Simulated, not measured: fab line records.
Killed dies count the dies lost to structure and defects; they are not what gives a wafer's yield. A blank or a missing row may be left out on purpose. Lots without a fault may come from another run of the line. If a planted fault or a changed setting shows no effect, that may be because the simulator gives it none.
Chamber matching ; flow nandHarc ; pecvd-02 running NHARC_A_STAIRCASE_DEP_301: 3 sister chambers
The step deposits SiON, target thk 30 nm. 3 wafers are shown with their chamber, then 9 later ones without.

## EACH WAFER AND ITS CHAMBER
wafer;chamber;heaterPowerW (W)
L082.4;0;755
L090.5;1;717
L090.6;2;663

## WAFERS WHOSE CHAMBER IS MISSING
wafer;heaterPowerW (W)
L091.2;611
L091.5;700
L091.6;615
L092.2;595
L092.4;602
L092.5;659
L097.1;794
L097.3;628
L097.5;647

## WHICH CHAMBER EACH WENT THROUGH
wafer;from the rows above;in truth
L091.2;can't be placed: 2 or 1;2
L091.5;can't be placed: 1 or 2 or 0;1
L091.6;can't be placed: 2 or 1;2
L092.2;can't be placed: 2 or 1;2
L092.4;can't be placed: 2 or 1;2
L092.5;can't be placed: 2 or 1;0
L097.1;can't be placed: 0 or 1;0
L097.3;can't be placed: 2 or 1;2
L097.5;can't be placed: 2 or 1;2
Placed correctly: 0 of 9. Not placeable from these rows: 9 (in 8, the candidates include the true chamber). Placed wrongly: 0.
How it was worked out, from the rows above alone: a wafer's distance from a chamber is the root of the sum, over the readings, of the square of ((its reading less the chamber's mean) divided by the reading's scatter). If the next closest chamber is less than 2 further off than the closest, the wafer can't be placed; otherwise it belongs to the closest. Each chamber's mean is taken over the wafers shown for it. The scatter: with one shown wafer a chamber, the root of the mean of the squares of how far each hidden wafer lies from its nearest shown one.
